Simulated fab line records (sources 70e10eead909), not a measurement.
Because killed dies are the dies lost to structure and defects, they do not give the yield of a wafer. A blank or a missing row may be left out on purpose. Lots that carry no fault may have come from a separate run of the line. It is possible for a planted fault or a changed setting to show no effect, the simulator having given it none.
fab line records    flow nand-harc
record: lots: 15  wafers: 45  last-day: 25
route steps=1159 shown P_GATE@156
lots that met no fault: taken from a fault-free run of the same line
start-h: hours from the record's first day to the start of the lot's first wafer shown    wait-h: hours elapsed since this lot's preceding step    " the same as in the row above    L1.1+2: a row that stands for several wafers    - no value present, or no start provided    * or withheld: withheld    < > ~ a bound
route shown NAME@n: NAME is a module with steps in the file, n the number in the route of the first one    usual: mean and standard deviation over wafers with no fault    same: alike in all rows    chamber/n: place in a boat    sites: readings site by site    _std_site: how widely they spread, as a standard deviation    _edge_site: inner sites' mean taken away from outer sites' mean    radius-mm: how far each site lies from the wafer's centre    mask NAME#n: copy n    behind: the tool/chamber that last shaped the wafer    hold: what put the lot on hold/how long, in hours/how the hold closed    device: the transistor (n, p or np) that didn't switch    end of line: at the end of the route, the tests of the same wafers    a step without rows: its recipe alone    killed: not the wafer's yield, but the dies lost to structure and defects at the first sort    map: per-die view of a wafer (x killed, . not killed, _ where there is no die)
set.NAME: the setting the step ran with; set.NAME@STEP: the setting that earlier step ran with    model.NAME: the simulator's own value behind a step, which no gauge read
route steps across a sampled set of lots; one table per step, one row per wafer
services: from which hour (start-h, from the record's first day; less than 0 if before it) a tool's chamber was out of use, for how many hours, and why
== steps ==
step: NHARC_P_GATE_ETCHBACK_37
recipe: target-depth-a: 345  time-s: 17.2  chf3-flow-sccm: 50  o2-flow-sccm: 10  ar-flow-sccm: 200  rf-w: 500  bias-w: 200  chemistry: CHF3/O2
usual: drypump-motor-current-A: 5.7/0.47  oes-product-au: 0.95/0.037  rf-vpp-V: 369.9/2.3  showerhead-plenum-p-Torr: 2.36/0.11  throttle-valve-pct: 20.573/0.0093
lot.wafer  tool         chamber  start-h  wait-h  drypump-motor-current-A  oes-product-au  rf-hours-counter-h  rf-vpp-V  showerhead-plenum-p-Torr  throttle-valve-pct
L714.1     rie-diel-01  2        -        -       5.4                      0.92            28                  368.9     2.28                      20.579
L714.4     "            3        "        "       5.9                      0.92            28                  367.1     2.27                      20.585
L714.5     "            3        "        "       5.9                      0.92            -                   367.6     2.27                      20.564
L715.2     rie-diel-13  3        -        -       5.4                      1.00            2                   374.3     2.60                      20.569
L715.3     "            1        "        "       6.3                      1.00            2                   370.5     2.40                      20.564
L715.5     "            2        "        "       5.8                      1.00            -                   369.9     2.37                      20.574
L717.1     rie-diel-01  2        -        -       5.4                      0.93            29                  369.0     2.28                      20.587
L717.6     "            1        "        "       5.1                      0.91            -                   369.2     2.33                      20.582
L717.5     "            2        "        "       5.4                      0.92            -                   368.7     2.28                      20.575
L718.2     rie-diel-13  3        -        -       5.4                      1.00            9                   374.6     2.59                      20.580
L718.1     "            0        "        "       5.3                      1.00            10                  368.9     2.30                      20.570
L718.3     "            1        "        "       6.3                      1.01            10                  371.5     2.39                      20.585
L719.4     rie-diel-13  3        -        -       5.4                      0.93            10                  375.9     2.59                      20.577
L719.3     "            0        "        "       5.3                      0.93            11                  368.6     2.30                      20.566
L719.6     "            2        "        "       5.8                      0.93            -                   369.6     2.37                      20.573
L720.2     rie-diel-13  3        -        -       5.4                      0.91            15                  373.2     2.59                      20.544
L720.5     "            0        "        "       5.3                      0.92            -                   369.0     2.30                      20.571
L720.6     "            1        "        "       6.3                      0.92            -                   370.0     2.39                      20.578
L722.3     rie-diel-01  2        -        -       5.3                      1.00            2                   367.5     2.28                      20.564
L722.1     "            3        "        "       5.8                      1.00            2                   368.3     2.27                      20.578
L722.6     "            2        "        "       5.3                      1.00            -                   367.3     2.28                      20.580
L723.4     rie-diel-01  1        -        -       5.1                      0.92            4                   370.4     2.33                      20.580
L723.2     "            2        "        "       5.3                      0.92            5                   367.0     2.28                      20.569
L723.3     "            3        "        "       5.9                      0.93            5                   367.4     2.27                      20.562
L726.4     rie-diel-04  0        -        -       5.8                      0.93            18                  367.6     2.27                      20.567
L726.2     "            2        "        "       6.3                      0.92            21                  366.7     2.23                      20.583
L726.5     "            1        "        "       6.6                      0.94            -                   371.7     2.42                      20.574
L724.3     rie-diel-01  2        -        -       5.3                      0.92            9                   367.5     2.28                      20.572
L724.5     "            1        "        "       5.1                      0.92            -                   369.0     2.32                      20.570
L724.6     "            2        "        "       5.3                      0.92            -                   367.6     2.28                      20.575
L732.2     rie-diel-13  2        -        -       5.8                      0.99            38                  369.9     2.36                      20.572
L732.3     "            3        "        "       5.4                      1.00            39                  373.5     2.58                      20.573
L732.6     "            0        "        "       5.3                      0.99            -                   368.5     2.29                      20.556
L733.4     rie-diel-04  2        -        -       6.3                      1.01            32                  366.1     2.23                      20.577
L733.1     "            0        "        "       5.8                      1.00            30                  368.3     2.27                      20.559
L733.6     "            2        "        "       6.3                      1.00            -                   368.3     2.23                      20.571
L734.3     rie-diel-13  2        -        -       5.8                      0.93            45                  369.7     2.36                      20.577
L734.6     "            1        "        "       6.3                      0.93            -                   369.4     2.38                      20.560
L734.5     "            2        "        "       5.8                      0.92            -                   370.5     2.36                      20.583
L735.2     rie-diel-13  2        -        -       5.8                      0.99            45                  371.2     2.36                      20.566
L735.4     "            3        "        "       5.4                      0.99            46                  375.6     2.58                      20.568
L735.1     "            0        "        "       5.3                      0.99            46                  367.9     2.29                      20.576
L736.2     rie-diel-13  2        -        -       5.8                      0.94            51                  368.5     2.36                      20.565
L736.4     "            3        "        "       5.4                      0.93            52                  373.8     2.58                      20.577
L736.3     "            0        "        "       5.3                      0.93            52                  368.0     2.28                      20.579
step: NHARC_P_GATE_STRIP_76
recipe: power-w: 1500  temp-c: 250  chemistry: O2
usual: drypump-motor-current-A: 5.66/0.28  heater-power-w: 343/45
lot.wafer  tool             chamber  start-h  wait-h  drypump-motor-current-A  heater-power-w  rf-hours-counter-h
L714.1     plasma-asher-01  1        110.56   0.2     5.49                     396             1
L714.4     "                1        "        "       5.50                     390             -
L714.5     "                0        "        "       6.23                     345             -
L715.2     plasma-asher-02  1        116.32   0.2     5.70                     285             37
L715.3     "                0        "        "       5.44                     395             -
L715.5     "                0        "        "       5.44                     390             -
L717.1     plasma-asher-02  0        123.33   0.2     5.45                     397             41
L717.5     "                1        "        "       5.69                     279             -
L717.6     "                0        "        "       5.43                     386             -
L718.2     plasma-asher-01  1        137.80   0.2     5.49                     382             7
L718.1     "                0        "        "       6.24                     342             7
L718.3     "                1        "        "       5.50                     384             -
L719.3     plasma-asher-02  0        140.47   0.2     5.44                     391             -
L719.4     "                1        "        "       5.69                     285             -
L719.6     "                1        "        "       5.69                     282             -
L720.2     plasma-asher-02  0        151.34   0.2     5.42                     392             51
L720.6     "                0        "        "       5.41                     395             -
L720.5     "                1        "        "       5.71                     285             -
L722.1     plasma-asher-02  1        159.43   0.2     5.69                     278             53
L722.3     "                1        "        "       5.67                     284             -
L722.6     "                0        "        "       5.43                     388             -
L723.2     plasma-asher-01  0        168.85   0.2     6.23                     351             18
L723.4     "                0        "        "       6.23                     350             -
L723.3     "                1        "        "       5.49                     387             -
L726.2     plasma-asher-02  0        179.58   0.2     5.42                     404             60
L726.4     "                1        "        "       5.70                     282             -
L726.5     "                1        "        "       5.71                     283             -
L724.3     plasma-asher-01  0        185.90   0.1     6.23                     349             -
L724.6     "                1        "        "       5.48                     390             -
L724.5     "                0        "        "       6.25                     342             -
L733.1     plasma-asher-02  0        215.68   0.2     5.41                     357             9
L733.4     "                1        "        "       5.68                     287             -
L733.6     "                1        "        "       5.68                     291             -
L732.2     plasma-asher-02  1        216.06   0.2     5.68                     293             9
L732.3     "                1        "        "       5.69                     285             -
L732.6     "                1        "        "       5.68                     286             -
L734.3     plasma-asher-02  0        231.80   0.2     5.43                     357             -
L734.5     "                0        "        "       5.42                     358             -
L734.6     "                1        "        "       5.69                     298             -
L735.1     plasma-asher-02  0        232.55   0.2     5.43                     346             14
L735.2     "                1        "        "       5.68                     286             14
L735.4     "                1        "        "       5.67                     289             -
L736.2     plasma-asher-02  1        247.30   0.2     5.69                     285             17
L736.4     "                1        "        "       5.70                     285             -
L736.3     "                0        "        "       5.44                     346             -
step: NHARC_P_GATE_PEB_89
recipe: peb-temp-c: 118  peb-time-s: 85
usual: chill-plate-temp-C: 23.01/0.12  exhaust-pa: 45.0/0.81
lot.wafer  tool            chamber  start-h  wait-h  chill-plate-temp-C  exhaust-pa
L714.1     litho-track-07  0        111.26   0.1     23.23               45.4
L714.4     "               0        "        "       23.20               46.2
L714.5     "               0        "        "       23.05               45.3
L715.2     litho-track-03  0        117.14   0.1     22.99               45.7
L715.3     "               0        "        "       22.95               44.8
L715.5     "               0        "        "       22.86               44.2
L717.1     litho-track-03  0        124.14   0.1     23.09               43.6
L717.5     "               0        "        "       22.79               44.4
L717.6     "               0        "        "       23.10               43.9
L718.1     litho-track-05  0        138.64   0.1     22.90               44.0
L718.2     "               0        "        "       22.90               44.7
L718.3     "               0        "        "       22.87               43.4
L719.3     litho-track-03  0        141.29   0.1     23.00               44.4
L719.4     "               0        "        "       22.97               45.1
L719.6     "               0        "        "       22.86               44.4
L720.2     litho-track-07  0        152.04   0.1     22.96               44.2
L720.5     "               0        "        "       23.02               43.7
L720.6     "               0        "        "       22.94               46.0
L722.1     litho-track-05  0        160.26   0.1     22.85               44.3
L722.3     "               0        "        "       23.12               44.6
L722.6     "               0        "        "       22.85               43.9
L723.2     litho-track-07  0        169.68   0.1     22.98               45.0
L723.3     "               0        "        "       22.86               44.5
L723.4     "               0        "        "       22.95               44.5
L726.2     litho-track-03  0        180.40   0.1     22.99               46.4
L726.4     "               0        "        "       23.08               46.0
L726.5     "               0        "        "       23.09               46.9
L724.3     litho-track-05  0        186.69   0.1     22.82               44.4
L724.5     "               0        "        "       23.04               44.5
L724.6     "               0        "        "       22.91               45.4
L733.1     litho-track-05  -        216.51   0.1     -                   -
L733.4     "               -        "        "       -                   -
L733.6     "               -        "        "       -                   -
L732.2     litho-track-07  -        216.88   0.1     -                   -
L732.3     "               -        "        "       -                   -
L732.6     "               -        "        "       -                   -
L734.3     litho-track-03  -        232.50   0.1     -                   -
L734.5     "               -        "        "       -                   -
L734.6     "               -        "        "       -                   -
L735.1     litho-track-05  0        233.38   0.1     22.96               44.3
L735.2     "               0        "        "       22.90               44.7
L735.4     "               0        "        "       22.93               44.2
L736.2     litho-track-07  0        248.13   0.1     22.92               43.6
L736.3     "               0        "        "       23.00               45.1
L736.4     "               0        "        "       22.99               44.8
step: NHARC_P_GATE_RTA_82
recipe: temp-c: 450  time-s: 30
usual: lamp-power-pct: 4.13/0.28  wafer_temp_C_max: 451.9/0.59
lot.wafer  tool           chamber  start-h  wait-h  lamp-power-pct  wafer_temp_C_max
L714.1     rtp-anneal-01  0        114.24   -       4.37            451.8
L714.4     "              0        "        "       4.37            451.7
L714.5     "              0        "        "       4.36            452.4
L715.2     rtp-anneal-01  0        120.46   -       4.37            452.4
L715.3     "              0        "        "       4.36            452.1
L715.5     "              0        "        "       4.36            452.8
L717.1     rtp-anneal-01  0        127.45   -       4.37            452.9
L717.5     "              0        "        "       4.37            452.7
L717.6     "              0        "        "       4.37            452.2
L718.1     rtp-anneal-01  0        141.60   -       4.38            452.8
L718.2     "              0        "        "       4.37            452.2
L718.3     "              0        "        "       4.37            452.2
L719.3     rtp-anneal-02  0        144.59   -       3.79            451.5
L719.4     "              0        "        "       3.79            451.7
L719.6     "              0        "        "       3.80            451.3
L720.2     rtp-anneal-01  0        155.16   -       4.36            451.7
L720.5     "              0        "        "       4.37            452.2
L720.6     "              0        "        "       4.37            451.7
L722.1     rtp-anneal-01  0        163.23   -       4.37            452.4
L722.3     "              0        "        "       4.37            452.1
L722.6     "              0        "        "       4.36            452.4
L723.2     rtp-anneal-02  0        172.67   -       3.79            451.1
L723.3     "              0        "        "       3.79            451.6
L723.4     "              0        "        "       3.79            451.1
L726.2     rtp-anneal-01  0        183.56   -       4.37            451.8
L726.4     "              0        "        "       4.36            452.2
L726.5     "              0        "        "       4.37            451.5
L724.3     rtp-anneal-01  0        189.76   -       4.37            451.8
L724.5     "              0        "        "       4.37            451.8
L724.6     "              0        "        "       4.37            452.0
L733.1     rtp-anneal-02  0        219.51   -       3.79            451.7
L733.4     "              0        "        "       3.79            451.0
L733.6     "              0        "        "       3.78            451.5
L732.2     rtp-anneal-01  0        219.94   -       4.37            451.9
L732.3     "              0        "        "       4.37            452.2
L732.6     "              0        "        "       4.37            451.9
L734.3     rtp-anneal-01  0        235.74   -       4.37            452.5
L734.5     "              0        "        "       4.37            451.8
L734.6     "              0        "        "       4.37            452.4
L735.1     rtp-anneal-02  0        236.55   -       3.80            451.1
L735.2     "              0        "        "       3.79            451.1
L735.4     "              0        "        "       3.79            450.9
L736.2     rtp-anneal-01  0        251.12   -       4.37            452.3
L736.3     "              0        "        "       4.36            452.7
L736.4     "              0        "        "       4.37            451.5
== services ==
tool             chamber  start-h  hours  kind
rie-diel-13      -        99.00    9.0    pm
rie-diel-13      0        99.00    9.0    vent-cycle
rie-diel-13      1        99.00    9.0    vent-cycle
rie-diel-13      2        99.00    9.0    vent-cycle
rie-diel-13      3        99.00    9.0    vent-cycle
plasma-asher-01  -        99.09    9.0    pm
rie-diel-13      0        108.00   -      clean
rie-diel-13      1        108.00   -      clean
rie-diel-13      2        108.00   -      clean
rie-diel-04      -        112.99   9.0    pm
plasma-asher-01  -        115.37   9.9    repair
plasma-asher-02  -        119.38   0.5    repair
rie-diel-01      -        137.80   9.0    pm
plasma-asher-02  -        183.00   9.0    pm
plasma-asher-02  0        183.00   9.0    vent-cycle
plasma-asher-02  1        183.00   9.0    vent-cycle
litho-track-07   -        189.00   7.0    pm
plasma-asher-02  0        192.00   -      clean
plasma-asher-02  1        192.00   -      clean
rie-diel-13      1        201.55   12.4   repair
rie-diel-01      0        205.12   5.4    repair
litho-track-03   -        213.00   7.0    pm
rie-diel-13      0        213.81   5.5    repair
litho-track-05   -        237.00   7.0    pm
== key ==
first-sign: step: NHARC_P_GATE_PEB_89  reading: tool-record  direction: missing
effect none on later readings
met-at NHARC_P_GATE_PEB_89
struck-lots L732,L733,L734
later-rows-left-out L732.2,L732.3,L732.6,L733.1,L733.4,L733.6,L734.3,L734.5,L734.6
sort-left-out L732.2,L732.3,L732.6,L733.1,L733.4,L733.6,L734.3,L734.5,L734.6
tester-left-out L732,L733,L734
not-acting-at NHARC_P_GATE_ETCHBACK_37,NHARC_P_GATE_STRIP_76,NHARC_P_GATE_RTA_82
onset-between 186.69 216.51
fault: kind: skipped-step-whole  tool: litho-track-03,litho-track-05,litho-track-07  chamber: -  onset-h: 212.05  steps: NHARC_P_GATE_PEB_89  scope: struck-lots-only
tester-left-out: of these lots the tester's yield and bins aren't shown, on N5 and GAA mostly nor the transistor test; their killed dies are dies lost to structure and defects alone, not to doping, threshold or leakage, so they don't give the yield
sort-left-out: the simulated sort isn't trusted on such a fault, so these wafers' sort isn't shown, and their yield isn't known
later-rows-left-out: the simulator's readings of these wafers behind a module that went badly wrong aren't trusted and aren't shown, but for the sort
